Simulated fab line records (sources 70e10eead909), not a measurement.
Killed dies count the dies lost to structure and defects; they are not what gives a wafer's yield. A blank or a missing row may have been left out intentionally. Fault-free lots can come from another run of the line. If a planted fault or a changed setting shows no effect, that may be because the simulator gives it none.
The tool behind it: which one? | flow nandHarc | 36 wafers from 12 lots sampled at 5 of the route's 1159 steps

WHAT THE GAUGES READ, wafer by wafer
NHARC_P_M1_INSPECT_27. Usual: rawDefectCount reads 332 (standard deviation 110).
lot  | measured     | on               | rawDefectCount | flag
L573 | day 6 02:27  | defectInspect-01 | 299 224 265    | 
L577 | day 7 05:03  | defectInspect-01 | 422 517 403    | 
L578 | day 7 13:05  | defectInspect-01 | 280 337 386    | 
L579 | day 7 16:03  | defectInspect-02 | 433 399 283    | 
L580 | day 8 01:19  | defectInspect-01 | 572 312 371    | 
L581 | day 8 01:33  | defectInspect-01 | 307 190 287    | 
L582 | day 8 13:19  | defectInspect-02 | 179 327 186    | 
L583 | day 8 13:54  | defectInspect-02 | 481 315 498    | 
L589 | day 10 06:13 | defectInspect-01 | 269 320 292    | 
L595 | day 11 10:13 | defectInspect-01 | 272 402 489    | 
L594 | day 11 10:34 | defectInspect-02 | 185 314 135    | 
L596 | day 11 13:49 | defectInspect-01 | 421 380 418    | 

NHARC_END_SORT_01. Usual: defectLimitedYield 95.4 %, standard deviation 1.5; killedAtArray 27, standard deviation 9.9; killedAtOther 0.5, standard deviation 0.76; killedAtPeriphery 3.4, standard deviation 2.2; killedDies 31, standard deviation 10; killedOpen 3.3, standard deviation 2; killedShort 2.0, standard deviation 1.5; sort_bin_2_pct 1.5 %, standard deviation 0.64; sort_bin_3_pct 0.21 %, standard deviation 0.2; sort_bin_4_pct 2.9 %, standard deviation 0.97; sortNPass 646, standard deviation 10; sortRimYieldPct 96.9 %, standard deviation 2; sortYieldPct 95.4 %, standard deviation 1.5.
lot  | measured     | on        | defectLimitedYield (%) | killedAtArray | killedAtOther | killedAtPeriphery | killedDies | killedOpen | killedShort | sort_bin_2_pct (%) | sort_bin_3_pct (%) | sort_bin_4_pct (%) | sortNPass   | sortRimYieldPct (%) | sortYieldPct (%) | flag
L579 | day 20 20:11 | prober-02 | 95.9 96.2 95.6         | 24 22 25      | 0 0 0         | 4 4 5             | 28 26 30   | 1 3 1      | 0 0 1       | 1.2 1.2 1.8        | 0 0 0.44           | 3.0 2.7 2.2        | 649 651 647 | 95.3 95.3 96.2      | 95.9 96.2 95.6   | 
L581 | day 21 04:43 | prober-01 | 97.8 97.0 97.2         | 11 12 12      | 2 0 1         | 2 8 6             | 15 20 19   | 5 4 3      | 0 4 1       | 0.9 0.7 1.0        | 0.15 0.30 0.15     | 1.2 1.9 1.6        | 662 657 658 | 100.0 97.2 97.2     | 97.8 97.0 97.2   | 
L589 | day 23 03:16 | prober-01 | 95.4 95.7 94.7         | 28 25 34      | 0 1 0         | 3 3 2             | 31 29 36   | 0 0 3      | 1 0 2       | 1.5 1.2 1.2        | 0.44 0.15 0.44     | 2.7 3.0 3.7        | 646 648 641 | 97.2 96.2 98.1      | 95.4 95.7 94.7   | 
L595 | day 24 07:40 | prober-02 | 95.1 93.5 94.2         | 30 41 37      | 0 0 0         | 3 3 2             | 33 44 39   | 3 6 1      | 2 3 0       | 1.6 2.7 1.3        | 0.15 0.30 0.59     | 3.1 3.5 3.8        | 644 633 638 | 100.0 96.2 97.2     | 95.1 93.5 94.2   | 
L594 | day 24 14:31 | prober-01 | 96.0 96.8 94.4         | 16 17 29      | 0 0 0         | 11 5 9            | 27 22 38   | 5 3 2      | 1 2 3       | 1.3 1.3 1.3        | 0.15 0 0           | 2.5 1.9 4.3        | 650 655 639 | 97.2 95.3 94.3      | 96.0 96.8 94.4   | 
L596 | day 24 06:50 | prober-01 | 94.1 93.4 92.6         | 32 42 46      | 0 0 1         | 8 3 3             | 40 45 50   | 2 5 7      | 5 1 2       | 1.6 2.4 2.8        | 0.44 0.15 0.15     | 3.8 4.1 4.4        | 637 632 627 | 96.2 95.3 96.2      | 94.1 93.4 92.6   | 

WHICH TOOL RAN EACH LOT (tool, then ch and the chambers of the sampled wafers, then the start)
lot  | NHARC_P_M2_ETCH_28                           | NHARC_P_M2_PRE_CLEAN_30                | NHARC_P_M2_PRE_CLEAN_32
L573 | rieDiel-11 ch 0,2,3, day 6 06:42 or earlier  | pvdSputter-01, day 6 06:42 or earlier  | pecvd-04 ch 0,1, day 6 06:42
L577 | rieDiel-06 ch 2,3, day 7 09:23 or earlier    | pvdSputter-03, day 7 09:23 or earlier  | pecvd-03 ch 0,1,2, day 7 09:23
L578 | rieDiel-06 ch 0,1, day 7 17:22 or earlier    | pvdSputter-03, day 7 17:22 or earlier  | pecvd-04 ch 0,1,2, day 7 17:22
L579 | rieDiel-08 ch 0,2,3, day 7 20:14 or earlier  | pvdSputter-02, day 7 20:14 or earlier  | pecvd-03 ch 0,1, day 7 20:14
L580 | rieDiel-08 ch 0,3, day 8 05:58 or earlier    | pvdSputter-03, day 8 05:58 or earlier  | pecvd-02 ch 0,1, day 8 05:58
L581 | rieDiel-06 ch 0,2,3, day 8 06:15 or earlier  | pvdSputter-02, day 8 06:15 or earlier  | pecvd-03 ch 1,2, day 8 06:15
L582 | rieDiel-06 ch 1,2,3, day 8 17:41 or earlier  | pvdSputter-02, day 8 17:41 or earlier  | pecvd-03 ch 0,1, day 8 17:41
L583 | rieDiel-06 ch 0,1,2, day 8 18:41 or earlier  | pvdSputter-03, day 8 18:41 or earlier  | pecvd-03 ch 0,1,2, day 8 18:41
L589 | rieDiel-11 ch 1,2,3, day 10 10:31 or earlier | pvdSputter-01, day 10 10:31 or earlier | pecvd-02 ch 0,1,2, day 10 10:31
L595 | rieDiel-08 ch 1,2, day 11 14:39 or earlier   | pvdSputter-02, day 11 14:39 or earlier | pecvd-03 ch 1,2, day 11 14:39
L594 | rieDiel-06 ch 0,3, day 11 14:55 or earlier   | pvdSputter-03, day 11 14:55 or earlier | pecvd-02 ch 0,1, day 11 14:55
L596 | rieDiel-06 ch 0,1,2, day 11 18:14 or earlier | pvdSputter-02, day 11 18:14 or earlier | pecvd-03 ch 1,2, day 11 18:14
- NHARC_P_M2_ETCH_28: etches the open film in CF4/N2, target depth 30 nm, time 72.99 s.
- NHARC_P_M2_PRE_CLEAN_30: time 30 s.
- NHARC_P_M2_PRE_CLEAN_32: time 12 s.

WHAT THE TOOLS THEMSELVES READ (means of the sampled wafers that have a number; where no wafer has one, the mark that the record gives instead)
NHARC_P_M2_ETCH_28. Usual: drypumpMotorCurrentA 5.6 A, standard deviation 0.51; n2FlowSccm 100.00 sccm, standard deviation 0.29; oesProductAu 1.002 a.u., standard deviation 0.014; rfVppV 314.0 V, standard deviation 2.1; showerheadPlenumPTorr 2.62 Torr, standard deviation 0.11; throttleValvePct 19.795 %, standard deviation 0.0086.
lot  | tool       | drypumpMotorCurrentA (A) | n2FlowSccm (sccm) | oesProductAu (a.u.) | rfVppV (V) | showerheadPlenumPTorr (Torr) | throttleValvePct (%) | flag
L573 | rieDiel-11 | 5.6                      | 100.19            | 0.992               | 315.1      | 2.70                         | 19.794               | 
L577 | rieDiel-06 | 5.4                      | 99.99             | 0.985               | 313.6      | 2.64                         | 19.790               | 
L578 | rieDiel-06 | 5.4                      | 99.92             | 1.019               | 315.6      | 2.66                         | 19.795               | 
L579 | rieDiel-08 | 5.6                      | 100.22            | 1.000               | 313.0      | 2.55                         | 19.797               | 
L580 | rieDiel-08 | 5.7                      | 100.03            | 1.008               | 313.1      | 2.59                         | 19.793               | 
L581 | rieDiel-06 | 5.4                      | 100.04            | 0.996               | 315.3      | 2.68                         | 19.804               | 
L582 | rieDiel-06 | 5.8                      | 100.03            | 0.994               | 312.8      | 2.58                         | 19.791               | 
L583 | rieDiel-06 | 5.4                      | 99.87             | 0.999               | 313.2      | 2.62                         | 19.802               | 
L589 | rieDiel-11 | 5.8                      | 100.06            | 0.992               | 313.3      | 2.62                         | 19.796               | 
L595 | rieDiel-08 | 5.8                      | 100.24            | 1.008               | 315.3      | 2.64                         | 19.781               | 
L594 | rieDiel-06 | 5.4                      | 100.00            | 1.010               | 315.5      | 2.72                         | 19.796               | 
L596 | rieDiel-06 | 5.4                      | 99.89             | 0.995               | 314.4      | 2.62                         | 19.796               | 

NHARC_P_M2_PRE_CLEAN_30. Usual: heaterPowerW reads 417 W (standard deviation 27).
lot  | tool          | heaterPowerW (W) | flag
L573 | pvdSputter-01 | 427              | 
L577 | pvdSputter-03 | 391              | 
L578 | pvdSputter-03 | 399              | 
L579 | pvdSputter-02 | 427              | 
L580 | pvdSputter-03 | 412              | 
L581 | pvdSputter-02 | 437              | 
L582 | pvdSputter-02 | 397              | 
L583 | pvdSputter-03 | 392              | 
L589 | pvdSputter-01 | 442              | 
L595 | pvdSputter-02 | 423              | 
L594 | pvdSputter-03 | 430              | 
L596 | pvdSputter-02 | 396              | 

NHARC_P_M2_PRE_CLEAN_32. Usual: heaterPowerW 665 W, standard deviation 54; rfFwdPowerW 292.7 W, standard deviation 0.95.
lot  | tool     | heaterPowerW (W) | rfFwdPowerW (W) | flag
L573 | pecvd-04 | 707              | 293.4           | 
L577 | pecvd-03 | 641              | 293.0           | 
L578 | pecvd-04 | 666              | 292.6           | 
L579 | pecvd-03 | 608              | 293.7           | 
L580 | pecvd-02 | 667              | 292.6           | 
L581 | pecvd-03 | 621              | 259.2           | OFF
L582 | pecvd-03 | 658              | 276.4           | OFF
L583 | pecvd-03 | 660              | 276.3           | OFF
L589 | pecvd-02 | 665              | 291.9           | 
L595 | pecvd-03 | 649              | 293.6           | 
L594 | pecvd-02 | 679              | 292.1           | 
L596 | pecvd-03 | 593              | 292.9           | 

THE ANSWER, worked out from the rows above alone
Rule: take the mean of a lot's wafers that have a number; if it is more than 3 standard deviations from the usual mean, the lot is off. Also off: a lot with no number at a reading for which 4 or more lots have one. All remaining lots with rows at the step are treated as sound. The gauges are gone through in route order, then the tools' own readings, and for those a lot's mean is taken as printed above. The first step at which some lot is off is used, and at that step the reading that is off furthest; a lot without a number counts as furthest.
Off: L581, L582, L583 (NHARC_P_M2_PRE_CLEAN_32, rfFwdPowerW).
A tool fits if, at that step or a process step before it, it ran every lot that is off, and no sound lot after the first of them. Because NHARC_P_M2_ETCH_28 lacks a start for some lots, the hours and order of its lots are taken from NHARC_P_M2_PRE_CLEAN_32. Because NHARC_P_M2_PRE_CLEAN_30 lacks a start for some lots, the hours and order of its lots are taken from NHARC_P_M2_PRE_CLEAN_32. Not one of the candidates tried fits.

WHAT THE SIMULATOR HAD INSERTED
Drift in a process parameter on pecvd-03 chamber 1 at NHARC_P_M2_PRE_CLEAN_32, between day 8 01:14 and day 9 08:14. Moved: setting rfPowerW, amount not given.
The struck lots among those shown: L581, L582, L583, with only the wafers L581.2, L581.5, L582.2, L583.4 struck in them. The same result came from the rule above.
